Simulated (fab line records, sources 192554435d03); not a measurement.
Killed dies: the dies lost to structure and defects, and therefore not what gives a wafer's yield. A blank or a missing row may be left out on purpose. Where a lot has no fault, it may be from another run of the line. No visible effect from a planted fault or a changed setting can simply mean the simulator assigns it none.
fab line records | flow n5Finfet
record: lots: 7 wafers: 39
route steps=1938 shown PASSIVATION@1929
startH: hours from the record's opening day to when the first of the lot's shown wafers began | waitH: hours from the lot's prior step to this one | " as in the row above | L1.1+2: a single row standing in for several wafers | - either no value or no given start | * or withheld: withheld | < > ~ a bound
route shown NAME@n: names a module that has steps shown in the file, with the first one's number in the route | usual: the fault-free wafers' mean and standard deviation | same: alike in all rows | chamber/n: place in a boat | sites: the reading at each site | _std_site: standard deviation across them | _edge_site: inner sites' mean taken away from outer sites' mean | radiusMm: how far each site lies from the wafer's centre | mask NAME#n: copy n | behind: the most recent tool/chamber to have shaped the wafer | hold: why the lot was held/for how many hours/how that ended | device: which transistor (n, p or np) failed to switch | end of line: at the end of the route, the tests of the same wafers | step lacking rows: just its recipe | killed: count of dies lost to structure and defects at first sort (not the wafer's yield) | map: per-die view of a wafer (x killed, . not killed, _ where there is no die)
set.NAME: the setting that was run; set.NAME@STEP: the one run at that earlier step | model.NAME: the simulator's own value behind a step, which no gauge read
lots where settings were altered on purpose, with a table for each step and a row for each wafer
== steps ==
step: N5_PASSIVATION_PASS_ETCH_47
recipe: chemistry: CF4/O2 target: SiNx targetDepthA: 7700 timeS: 385 ionEnergyEv: 100 pressureMtorr: 40 sourceW: 535 biasW: 49 Ar_flow_sccm: 100 cf4FlowSccm: 100 O2_flow_sccm: 10
columns lot.wafer tool chamber startH waitH set.timeS model.etch.depthNm
L082.1 rieDiel-05 0 303.33 0.0 610.4 1256
L082.2 " 1 " " 610.4 1234
L082.3 " 2 " " 610.4 1206
L082.4 " 2 " " 385 753.5
L082.5 " 1 " " 385 787.8
L082.6 " 0 " " 385 800.2
L085.1 rieDiel-06 1 329.46 0.0 385 785.2
L085.2 " 3 " " 385 764.4
L085.3 " 2 " " 385 745.1
L085.4 " 1 " " 385 794
L085.5 " 3 " " 385 758.6
L085.6 " 2 " " 385 743.2
L090.1 rieDiel-02 0 350.35 0.0 321.2 634.2
L090.2 " 1 " " 385 771.7
L090.3 " 3 " " 321.2 649.7
L090.4 " 2 " " 385 735.8
L090.5 " 0 " " 385 762.6
L090.6 " 3 " " 321.2 647.3
L089.1 rieDiel-05 1 352.67 0.0 385 772
L089.2 " 0 " " 385 794.7
L089.3 " 3 " " 551.9 1098
L089.4 " 1 " " 551.9 1095
L089.5 " 0 " " 551.9 1139
L089.6 " 3 " " 385 762.9
L093.2 rieDiel-02 3 373.05 0.0 385 784.5
L093.3 " 0 " " 385 774.9
L093.6 " 0 " " 385 776.7
L091.1 rieDiel-02 1 379.11 0.0 385 778.7
L091.2 " 3 " " 385 777.5
L091.3 " 0 " " 385 765.8
L091.4 " 3 " " 385 766.9
L091.5 " 1 " " 385 787.2
L091.6 " 0 " " 385 768.7
L094.1 rieDiel-05 1 383.64 0.0 198.2 401.4
L094.2 " 0 " " 198.2 406.3
L094.3 " 2 " " 385 772.7
L094.4 " 3 " " 385 772.5
L094.5 " 1 " " 385 774.6
L094.6 " 0 " " 198.2 406.1
step: N5_PASSIVATION_ETCH_54
recipe: chemistry: CHF3/O2 target: SiO2 targetDepthA: 8800 CHF3_flow_sccm: 50 O2_flow_sccm: 5 Ar_flow_sccm: 200 timeS: 440 maskMaterial: PR pressureMtorr: 30 sourceW: 650 biasW: 170 ionEnergyEv: 200
step: N5_PASSIVATION_STRIP_48
recipe: chemistry: O2 powerW: 600 tempC: 60 pressureMtorr: 30 rfFrequencyHz: 6e+07 biasPowerW: 0 overashFraction: 0.5 o2FlowSccm: 225
step: N5_PASSIVATION_SRD_72
recipe: dry: ipaMarangoni timeS: 30 tempC: 23 rinseLiquid: diw
step: N5_PASSIVATION_ANNEAL_56
recipe: tempC: 400 timeS: 1800 ambient: FGA idleTempC: 300 rampUpCPerMin: 5 rampDownCPerMin: 3
step: N5_PASSIVATION_PROBE_49
usual: defectLimitedYield: 90.9/1.5 killed_at_M0_to_M3: 36/9.9 killed_at_M4_up: 13/4.5 killedAtContacts: 13/6.4 killedAtFrontEnd: 42/12 killedAtOther: 3.4/3 killedDies: 107/18 killedOpen: 69/13 killedShort: 35/8.2 sort_bin_4_leakage: 0/0 sort_bin_5_function: 5.3/1.1 sort_bin_6_memory: 3.4/0.69 sort_bin_8_speed: 0.00/0.0071 sortNPass: 1073/18 sortYieldPct: 90.9/1.5
same: grossDies: 1180 killedAtBackSide: 0
columns lot.wafer tool chamber startH waitH set.timeS@PASSIVATION_PASS_ETCH_47 defectLimitedYield[%] killed_at_M0_to_M3 killed_at_M4_up killedAtContacts killedAtFrontEnd killedAtOther killedDies killedOpen killedShort sort_bin_4_leakage[%] sort_bin_5_function[%] sort_bin_6_memory[%] sort_bin_8_speed[%] sortNPass sortYieldPct[%]
L082.1 prober-01 - 306.36 0.0 610.4 92.5 41 7 7 25 8 88 51 37 0.08 5.2 1.7 0 1091 92.5
L082.2 prober-01 - 306.41 0.1 610.4 0 40 1108 6 19 7 1180 51 32 0 97.5 2.2 0 0 0
L082.3 prober-01 - 306.46 0.1 610.4 88.8 51 13 15 51 2 132 82 50 0 6.9 3.6 0 1048 88.8
L082.4 prober-01 - 306.51 0.2 385 90.8 37 16 11 38 6 108 75 33 0 5.3 3.5 0 1072 90.8
L082.5 prober-01 - 306.56 0.2 385 0 41 1090 4 40 5 1180 54 45 0 96.0 3.7 0 0 0
L082.6 prober-01 - 306.61 0.3 385 90.0 29 40 12 34 3 118 66 37 0 6.2 3.6 0 1062 90.0
L085.1 prober-01 - 333.57 0.0 385 91.8 46 17 6 28 0 97 60 37 26.78 4.6 3.4 0 767 65.0
L085.2 prober-01 - 333.62 0.1 385 13.6 36 940 9 34 1 1020 52 34 8.22 4.2 3.3 0 63 5.3
L085.3 prober-01 - 333.67 0.1 385 15.5 37 901 9 47 3 997 74 36 3.56 5.5 3.5 0.08 140 11.9
L085.4 prober-01 - 333.72 0.2 385 80.3 43 154 4 29 2 232 58 30 0 4.2 3.1 0 948 80.3
L085.5 prober-01 - 333.77 0.2 385 91.8 27 3 11 53 3 97 57 39 0 4.4 3.6 0 1083 91.8
L085.6 prober-01 - 333.82 0.3 385 91.4 37 8 11 45 1 102 67 33 0 4.7 3.6 0 1078 91.4
L090.1 prober-01 - 354.01 0.0 321.2 12.4 40 13 23 58 900 1034 102 34 0 83.7 3.8 0 146 12.4
L090.2 prober-01 - 354.06 0.1 385 90.0 46 10 22 35 5 118 77 40 0 6.3 3.6 0 1062 90.0
L090.3 prober-01 - 354.11 0.1 321.2 32.0 33 9 26 47 687 802 78 39 0 64.2 3.6 0 378 32.0
L090.4 prober-01 - 354.16 0.2 385 86.6 24 10 30 53 41 158 87 29 0 9.0 3.6 0 1022 86.6
L090.5 prober-01 - 354.21 0.2 385 87.4 54 10 31 51 3 149 99 48 0 7.6 4.6 0 1031 87.4
L090.6 prober-01 - 354.26 0.3 321.2 38.5 24 7 30 33 632 726 69 30 0 57.8 3.5 0 454 38.5
L089.1 prober-02 - 355.98 0.0 385 0.3 34 1079 17 41 5 1176 73 31 0 95.9 3.5 0 4 0.3
L089.2 prober-02 - 356.03 0.1 385 89.7 53 12 22 32 2 121 78 42 7.37 6.0 3.9 0 972 82.4
L089.3 prober-02 - 356.08 0.1 551.9 90.3 30 11 23 45 6 115 83 30 1.02 5.7 3.5 0 1053 89.2
L089.4 prober-02 - 356.13 0.2 551.9 0.4 40 1086 11 36 2 1175 65 35 0 97.3 1.9 0 5 0.4
L089.5 prober-02 - 356.18 0.2 551.9 88.4 54 14 14 55 0 137 90 42 0 6.9 3.8 0 1043 88.4
L089.6 prober-02 - 356.23 0.3 385 0 34 1095 14 36 1 1180 70 25 0 97.1 2.5 0 0 0
L093.2 prober-01 - 376.86 0.8 385 91.1 31 10 15 46 3 105 73 28 0 4.8 3.8 0 1075 91.1
L093.3 prober-01 - 376.91 0.9 385 89.2 49 16 4 58 0 127 86 38 0 5.8 4.5 0 1053 89.2
L093.6 prober-01 - 377.06 1.0 385 89.1 32 18 15 62 2 129 81 45 0 6.7 3.6 0 1051 89.1
L091.1 prober-01 - 382.15 0.0 385 92.0 17 11 18 46 2 94 62 30 0 4.4 3.4 92.03 0 0
L091.2 prober-01 - 382.20 0.1 385 0 26 1106 12 34 2 1180 57 28 0 96.6 3.0 0 0 0
L091.3 prober-01 - 382.25 0.1 385 90.8 30 12 15 46 5 108 66 35 0 5.8 3.0 90.85 0 0
L091.4 prober-01 - 382.30 0.2 385 93.3 21 19 10 26 3 79 50 22 0 3.7 2.7 0 1101 93.3
L091.5 prober-01 - 382.35 0.2 385 93.1 15 11 11 27 17 81 48 29 0 4.1 2.4 93.14 0 0
L091.6 prober-01 - 382.40 0.3 385 0 29 1096 19 31 5 1180 57 28 0 96.7 3.0 0 0 0
L094.1 prober-02 - 386.71 0.0 198.2 0 35 10 17 24 1094 1180 60 42 0 96.7 2.8 0 0 0
L094.2 prober-02 - 386.76 0.1 198.2 0 27 9 17 23 1104 1180 55 32 0 97.1 2.4 0 0 0
L094.3 prober-02 - 386.81 0.1 385 91.9 31 19 3 28 14 95 67 25 0 4.2 3.3 0 1085 91.9
L094.4 prober-02 - 386.86 0.2 385 91.2 46 7 11 31 9 104 65 36 0 5.1 3.6 0 1076 91.2
L094.5 prober-02 - 386.91 0.2 385 90.8 57 13 11 20 7 108 66 38 0 5.5 3.1 0 1072 90.8
L094.6 prober-02 - 386.96 0.3 198.2 0 43 13 19 34 1071 1180 81 30 0 96.3 3.6 0 0 0
killed by level:class
L082.1 BEOL_M0_SAQP:geometricParticle:open=19 BEOL_M0_SAQP:geometricParticle:short=9 MOL_CONTACT_COAG:geometricParticle:open=6 FIN_SAQP:geometricParticle:open=4 FIN_SAQP:geometricParticle:short=4 BEOL_M0:geometricParticle:short=4 ILD0:geometricParticle:short=4 GATE_CUT:geometricParticle:short=3
L082.2 BEOL_M7:areaEtch=1097 BEOL_M0_SAQP:geometricParticle:open=11 BEOL_M2:geometricParticle:open=11 BEOL_M0_SAQP:geometricParticle:short=9 BEOL_M4:geometricParticle:open=6 GATE_CUT:geometricParticle:short=5 BEOL_M0:geometricParticle:short=5 DUMMY_GATE:geometricParticle:open=4
L082.3 STI_FIN_REVEAL:geometricParticle:open=16 BEOL_M0_SAQP:geometricParticle:open=16 BEOL_M0_SAQP:geometricParticle:short=14 MOL_CONTACT_COAG:geometricParticle:open=11 STI_FIN_REVEAL:geometricParticle:short=9 BEOL_M2:geometricParticle:open=7 BEOL_M2:geometricParticle:short=5 BEOL_M4:geometricParticle:open=5
L082.4 BEOL_M0_SAQP:geometricParticle:open=14 MOL_CONTACT_COAG:geometricParticle:open=9 FIN_SAQP:geometricParticle:open=8 BEOL_M4:geometricParticle:open=8 STI_FIN_REVEAL:geometricParticle:open=7 BEOL_M0_SAQP:geometricParticle:short=7 FIN_SAQP:geometricParticle:short=6 BEOL_M1:geometricParticle:open=6
L082.5 BEOL_M7:areaEtch=1081 FIN_SAQP:geometricParticle:short=12 BEOL_M0_SAQP:geometricParticle:open=11 BEOL_M0_SAQP:geometricParticle:short=8 GATE_CUT:geometricParticle:short=7 BEOL_M4:geometricParticle:open=7 STI_FIN_REVEAL:geometricParticle:open=5 BEOL_M1:geometricParticle:open=5
L082.6 BEOL_M4:geometricParticle:open=14 BEOL_M7:areaEtch=14 BEOL_M0_SAQP:geometricParticle:short=12 MOL_CONTACT_COAG:geometricParticle:open=9 FIN_SAQP:geometricParticle:short=6 DUMMY_GATE:geometricParticle:open=6 GATE_CUT:geometricParticle:open=5 BEOL_M0_SAQP:geometricParticle:open=5
L085.1 BEOL_M2:geometricParticle:open=13 FIN_SAQP:geometricParticle:short=9 BEOL_M0_SAQP:geometricParticle:short=9 FIN_SAQP:geometricParticle:open=6 MOL_CONTACT_COAG:geometricParticle:open=6 BEOL_M3:geometricParticle:open=6 BEOL_M1:geometricParticle:open=5 BEOL_M2:geometricParticle:short=5
L085.2 BEOL_M7:areaDep=923 BEOL_M0_SAQP:geometricParticle:short=12 BEOL_M1:geometricParticle:open=11 MOL_CONTACT_COAG:geometricParticle:open=8 DUMMY_GATE:geometricParticle:open=6 HKMG_FIN:areaEtch=6 FIN_SAQP:geometricParticle:open=4 STI_FIN_REVEAL:geometricParticle:open=4
L085.3 BEOL_M7:areaDep=883 BEOL_M1:geometricParticle:open=11 FIN_SAQP:geometricParticle:short=9 STI_FIN_REVEAL:geometricParticle:open=9 MOL_CONTACT_COAG:geometricParticle:open=9 BEOL_M0_SAQP:geometricParticle:short=9 FIN_SAQP:geometricParticle:open=7 BEOL_M4:geometricParticle:open=7
L085.4 BEOL_M7:areaDep=144 BEOL_M1:geometricParticle:open=11 FIN_SAQP:geometricParticle:open=10 FIN_SAQP:geometricParticle:short=9 BEOL_M0_SAQP:geometricParticle:short=9 BEOL_M2:geometricParticle:open=7 BEOL_M0_SAQP:geometricParticle:open=6 BEOL_M3:geometricParticle:open=6
L085.5 FIN_SAQP:geometricParticle:short=12 STI_FIN_REVEAL:geometricParticle:open=11 DUMMY_GATE:geometricParticle:open=9 BEOL_M0_SAQP:geometricParticle:open=9 MOL_CONTACT_COAG:geometricParticle:open=8 BEOL_M0_SAQP:geometricParticle:short=8 BEOL_M1:geometricParticle:open=6 FIN_SAQP:geometricParticle:open=4
L085.6 FIN_SAQP:geometricParticle:short=13 BEOL_M0_SAQP:geometricParticle:open=12 MOL_CONTACT_COAG:geometricParticle:open=10 FIN_SAQP:geometricParticle:open=9 BEOL_M2:geometricParticle:open=9 BEOL_M0_SAQP:geometricParticle:short=6 ILD0:geometricParticle:open=4 BEOL_M3:geometricParticle:open=4
L090.1 PASSIVATION:areaEtch=878 FIN_SAQP:geometricParticle:open=29 MIM_BOT_ETCH:areaEtch=20 MOL_CONTACT_COAG:geometricParticle:open=18 BEOL_M3:geometricParticle:open=10 BEOL_M0_SAQP:geometricParticle:short=9 BEOL_M1:geometricParticle:open=6 MOL_CONTACT_COAG:geometricParticle:short=5
L090.2 MOL_CONTACT_COAG:geometricParticle:open=18 BEOL_M0_SAQP:geometricParticle:short=12 FIN_SAQP:geometricParticle:short=10 BEOL_M0_SAQP:geometricParticle:open=10 BEOL_M3:geometricParticle:open=10 FIN_SAQP:geometricParticle:open=9 BEOL_M1:geometricParticle:open=7 STI_FIN_REVEAL:geometricParticle:open=4
L090.3 PASSIVATION:areaEtch=570 MIM_BOT_ETCH:areaEtch=111 MOL_CONTACT_COAG:geometricParticle:open=22 FIN_SAQP:geometricParticle:open=15 FIN_SAQP:geometricParticle:short=14 STI_FIN_REVEAL:geometricParticle:open=10 BEOL_M0_SAQP:geometricParticle:short=9 BEOL_M2:geometricParticle:open=8
L090.4 MIM_BOT_ETCH:areaEtch=37 MOL_CONTACT_COAG:geometricParticle:open=26 FIN_SAQP:geometricParticle:short=10 BEOL_M3:geometricParticle:open=10 FIN_SAQP:geometricParticle:open=9 STI_FIN_REVEAL:geometricParticle:open=9 BEOL_M4:geometricParticle:open=5 STARTING-WAFER:geometricParticle:open=5
L090.5 MOL_CONTACT_COAG:geometricParticle:open=20 STI_FIN_REVEAL:geometricParticle:open=19 BEOL_M3:geometricParticle:open=13 BEOL_M0_SAQP:geometricParticle:short=13 BEOL_M0_SAQP:geometricParticle:open=12 MOL_CONTACT_COAG:geometricParticle:short=11 FIN_SAQP:geometricParticle:open=9 BEOL_M4:geometricParticle:open=8
L090.6 PASSIVATION:areaEtch=626 MOL_CONTACT_COAG:geometricParticle:open=25 FIN_SAQP:geometricParticle:short=10 BEOL_M1:geometricParticle:open=6 FIN_SAQP:geometricParticle:open=5 MOL_CONTACT_COAG:geometricParticle:short=5 STI_FIN_REVEAL:geometricParticle:open=4 BEOL_M0_SAQP:geometricParticle:short=4
L089.1 BEOL_M9:areaOpen=1068 MOL_CONTACT_COAG:geometricParticle:open=15 STI_FIN_REVEAL:geometricParticle:open=10 FIN_SAQP:geometricParticle:open=9 FIN_SAQP:geometricParticle:short=7 BEOL_M0_SAQP:geometricParticle:short=7 BEOL_M2:geometricParticle:open=7 BEOL_M0_SAQP:geometricParticle:open=6
L089.2 MOL_CONTACT_COAG:geometricParticle:open=13 BEOL_M3:geometricParticle:open=12 BEOL_M0_SAQP:geometricParticle:open=11 STI_FIN_REVEAL:geometricParticle:open=9 MOL_CONTACT_COAG:geometricParticle:short=9 BEOL_M1:geometricParticle:open=8 BEOL_M0_SAQP:geometricParticle:short=6 FIN_SAQP:geometricParticle:short=5
L089.3 MOL_CONTACT_COAG:geometricParticle:open=19 FIN_SAQP:geometricParticle:open=17 BEOL_M3:geometricParticle:open=9 FIN_SAQP:geometricParticle:short=5 STI_FIN_REVEAL:geometricParticle:open=4 ILD0:geometricParticle:open=4 MOL_CONTACT_COAG:geometricParticle:short=4 BEOL_M0_SAQP:geometricParticle:open=4
L089.4 BEOL_M9:areaOpen=1073 BEOL_M0_SAQP:geometricParticle:open=15 BEOL_M0_SAQP:geometricParticle:short=13 FIN_SAQP:geometricParticle:open=9 MOL_CONTACT_COAG:geometricParticle:open=7 BEOL_M4:geometricParticle:open=6 FIN_SAQP:geometricParticle:short=5 STI_FIN_REVEAL:geometricParticle:open=4
L089.5 BEOL_M0_SAQP:geometricParticle:short=17 STI_FIN_REVEAL:geometricParticle:open=14 BEOL_M0_SAQP:geometricParticle:open=14 MOL_CONTACT_COAG:geometricParticle:open=13 FIN_SAQP:geometricParticle:open=11 BEOL_M3:geometricParticle:open=7 DUMMY_GATE:geometricParticle:open=6 BEOL_M1:geometricParticle:open=5
L089.6 BEOL_M9:areaOpen=1083 MOL_CONTACT_COAG:geometricParticle:open=13 FIN_SAQP:geometricParticle:open=11 STI_FIN_REVEAL:geometricParticle:open=7 BEOL_M1:geometricParticle:open=7 BEOL_M0_SAQP:geometricParticle:open=6 BEOL_M2:geometricParticle:open=5 BEOL_M0_SAQP:geometricParticle:short=4
L093.2 BEOL_M1:geometricParticle:open=15 FIN_SAQP:geometricParticle:open=14 MOL_CONTACT_COAG:geometricParticle:open=11 FIN_SAQP:geometricParticle:short=8 STI_FIN_REVEAL:geometricParticle:open=8 GATE_CUT:geometricParticle:short=6 BEOL_M2:geometricParticle:open=6 BEOL_M4:geometricParticle:open=6
L093.3 STI_FIN_REVEAL:geometricParticle:open=18 BEOL_M3:geometricParticle:open=15 BEOL_M2:geometricParticle:open=11 FIN_SAQP:geometricParticle:open=8 GATE_CUT:geometricParticle:short=7 BEOL_M4:geometricParticle:open=7 FIN_SAQP:geometricParticle:short=6 STARTING-WAFER:geometricParticle:open=5
L093.6 FIN_SAQP:geometricParticle:open=17 MOL_CONTACT_COAG:geometricParticle:open=11 BEOL_M5:geometricParticle:open=9 FIN_SAQP:geometricParticle:short=8 DUMMY_GATE:geometricParticle:open=7 STI_FIN_REVEAL:geometricParticle:open=5 GATE_CUT:geometricParticle:short=5 BEOL_M2:geometricParticle:open=5
L091.1 FIN_SAQP:geometricParticle:open=15 MOL_CONTACT_COAG:geometricParticle:open=13 FIN_SAQP:geometricParticle:short=10 BEOL_M4:geometricParticle:open=8 STI_FIN_REVEAL:geometricParticle:open=6 MOL_CONTACT_COAG:geometricParticle:short=5 GATE_CUT:geometricParticle:open=4 BEOL_M0_SAQP:geometricParticle:open=4
L091.2 BEOL_M7:areaEtch=1092 MOL_CONTACT_COAG:geometricParticle:open=9 FIN_SAQP:geometricParticle:short=7 BEOL_M1:geometricParticle:open=7 FIN_SAQP:geometricParticle:open=6 STI_FIN_REVEAL:geometricParticle:open=6 BEOL_M0_SAQP:geometricParticle:short=6 BEOL_M0_SAQP:geometricParticle:open=5
L091.3 MOL_CONTACT_COAG:geometricParticle:open=13 FIN_SAQP:geometricParticle:open=9 FIN_SAQP:geometricParticle:short=8 DUMMY_GATE:geometricParticle:open=8 BEOL_M1:geometricParticle:open=7 BEOL_M3:geometricParticle:open=7 STARTING-WAFER:geometricParticle:short=5 BEOL_M0_SAQP:geometricParticle:open=5
L091.4 MOL_CONTACT_COAG:geometricParticle:open=10 BEOL_M4:geometricParticle:open=8 BEOL_M0_SAQP:geometricParticle:short=6 BEOL_M1:geometricParticle:open=5 STARTING-WAFER:geometricParticle:open=5 FIN_SAQP:geometricParticle:short=4 FIN_SAQP:geometricParticle:open=4 STARTING-WAFER:geometricParticle:short=4
L091.5 MOL_CONTACT_COAG:geometricParticle:open=6 BEOL_M4:geometricParticle:open=5 FIN_SAQP:geometricParticle:short=4 GATE_CUT:geometricParticle:open=4 MOL_CONTACT_COAG:geometricParticle:short=4 BEOL_M0_SAQP:geometricParticle:open=4 BEOL_M1:geometricParticle:open=4 PAD_METAL:geometricParticle:short=4
L091.6 BEOL_M7:areaEtch=1087 MOL_CONTACT_COAG:geometricParticle:open=13 FIN_SAQP:geometricParticle:open=6 STI_FIN_REVEAL:geometricParticle:open=6 MOL_CONTACT_COAG:geometricParticle:short=6 BEOL_M4:geometricParticle:open=6 BEOL_M0_SAQP:geometricParticle:short=5 GATE_CUT:geometricParticle:open=4
L094.1 PASSIVATION:areaEtch=1076 MOL_CONTACT_COAG:geometricParticle:open=14 BEOL_M0_SAQP:geometricParticle:open=13 BEOL_M0_SAQP:geometricParticle:short=13 PAD_METAL:geometricParticle:short=6 MIM_TOP:geometricParticle:short=5 PAD_METAL:geometricParticle:open=4 FIN_SAQP:geometricParticle:open=3
L094.2 PASSIVATION:areaEtch=1093 MOL_CONTACT_COAG:geometricParticle:open=16 BEOL_M0_SAQP:geometricParticle:open=7 BEOL_M2:geometricParticle:open=7 FIN_SAQP:geometricParticle:short=5 BEOL_M0_SAQP:geometricParticle:short=5 STI_FIN_REVEAL:geometricParticle:open=4 PAD_METAL:geometricParticle:open=4
L094.3 FIN_SAQP:geometricParticle:open=11 BEOL_M0_SAQP:geometricParticle:open=7 BEOL_M2:geometricParticle:open=7 BEOL_M1:geometricParticle:open=6 BEOL_M0_SAQP:geometricParticle:short=4 BEOL_M4:geometricParticle:open=4 PAD_METAL:geometricParticle:open=4 PAD_METAL:geometricParticle:short=4
L094.4 BEOL_M0_SAQP:geometricParticle:short=14 MOL_CONTACT_COAG:geometricParticle:open=9 FIN_SAQP:geometricParticle:open=8 BEOL_M0:geometricParticle:open=7 BEOL_M1:geometricParticle:open=7 FIN_SAQP:geometricParticle:short=6 BEOL_M0_SAQP:geometricParticle:open=4 BEOL_M2:geometricParticle:open=4
L094.5 BEOL_M0_SAQP:geometricParticle:short=14 MOL_CONTACT_COAG:geometricParticle:open=11 BEOL_M2:geometricParticle:open=11 BEOL_M3:geometricParticle:open=10 BEOL_M0_SAQP:geometricParticle:open=6 FIN_SAQP:geometricParticle:open=5 BEOL_M3:geometricParticle:short=5 BEOL_M1:geometricParticle:open=3
L094.6 PASSIVATION:areaEtch=1069 MOL_CONTACT_COAG:geometricParticle:open=15 BEOL_M2:geometricParticle:open=12 FIN_SAQP:geometricParticle:open=11 BEOL_M0_SAQP:geometricParticle:short=7 BEOL_M3:geometricParticle:open=7 BEOL_M5:geometricParticle:open=5 FIN_SAQP:geometricParticle:short=5
== key ==
split: step: N5_PASSIVATION_PASS_ETCH_47 setting: timeS stated: 385 by: wafer
response: step: N5_PASSIVATION_PASS_ETCH_47 reading: model.etch.depthNm change: +7.64 per: 1% r: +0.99
response: step: N5_PASSIVATION_PROBE_49 reading: killedAtOther shape: bent atLowest: 1089.7 atStated: 5.6 atHighest: 5.7
